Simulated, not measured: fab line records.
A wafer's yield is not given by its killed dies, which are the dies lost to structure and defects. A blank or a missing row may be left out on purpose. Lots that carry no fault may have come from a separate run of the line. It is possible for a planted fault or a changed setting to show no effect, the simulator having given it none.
Chamber matching / flow nand-harc / NHARC_A_M0_CMP_23 on cmp-02: 4 sister chambers
The step polishes, t overpolish 20 s, target thk 113.75 nm. 8 wafers are shown with their chamber, then 8 later ones without.

== WAFERS, EACH WITH ITS CHAMBER ==
wafer=L074.6; chamber=3; motor-current-A (A)=11.5; time-to-endpoint-s (s)=27.1
wafer=L076.1; chamber=3; motor-current-A (A)=11.4; time-to-endpoint-s (s)=25.3
wafer=L076.4; chamber=0; motor-current-A (A)=12.2; time-to-endpoint-s (s)=25.9
wafer=L088.3; chamber=0; motor-current-A (A)=11.8; time-to-endpoint-s (s)=29.8
wafer=L091.1; chamber=2; motor-current-A (A)=11.9; time-to-endpoint-s (s)=35.7
wafer=L091.3; chamber=1; motor-current-A (A)=13.6; time-to-endpoint-s (s)=29.7
wafer=L091.6; chamber=1; motor-current-A (A)=14.0; time-to-endpoint-s (s)=29.5
wafer=L092.3; chamber=2; motor-current-A (A)=12.0; time-to-endpoint-s (s)=31.8

== WAFERS WHOSE CHAMBER IS MISSING ==
wafer=L092.4; motor-current-A (A)=12.4; time-to-endpoint-s (s)=32.2
wafer=L092.6; motor-current-A (A)=12.3; time-to-endpoint-s (s)=30.1
wafer=L093.1; motor-current-A (A)=11.7; time-to-endpoint-s (s)=34.0
wafer=L093.4; motor-current-A (A)=14.0; time-to-endpoint-s (s)=30.8
wafer=L093.6; motor-current-A (A)=11.8; time-to-endpoint-s (s)=30.0
wafer=L094.1; motor-current-A (A)=11.5; time-to-endpoint-s (s)=30.0
wafer=L094.3; motor-current-A (A)=11.6; time-to-endpoint-s (s)=25.6
wafer=L094.4; motor-current-A (A)=11.2; time-to-endpoint-s (s)=23.9

== CHAMBER TAKEN BY EACH ==
wafer=L092.4; from the rows above=can't be placed: 2 or 0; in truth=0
wafer=L092.6; from the rows above=can't be placed: 0 or 2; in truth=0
wafer=L093.1; from the rows above=2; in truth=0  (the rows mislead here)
wafer=L093.4; from the rows above=1; in truth=1
wafer=L093.6; from the rows above=can't be placed: 0 or 2 or 3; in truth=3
wafer=L094.1; from the rows above=can't be placed: 3 or 0 or 2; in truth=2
wafer=L094.3; from the rows above=can't be placed: 3 or 0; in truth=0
wafer=L094.4; from the rows above=3; in truth=3
Placed correctly: 2 of 8. From these rows, 5 cannot be placed; in 5 the true chamber is one of the candidates. 1 placed wrongly.
How it was worked out, from the rows above alone: a wafer's distance from a chamber is the root of the sum, over the readings, of the square of ((its reading less the chamber's mean) divided by the reading's scatter). The wafer belongs to the nearest chamber; if the next one is less than 2 further off, it can't be placed. Each chamber's mean is taken over the wafers shown for it. The scatter is the square root of a quotient: the sum, over the shown wafers, of each reading's squared deviation from its chamber's mean, divided by wafers minus chambers.
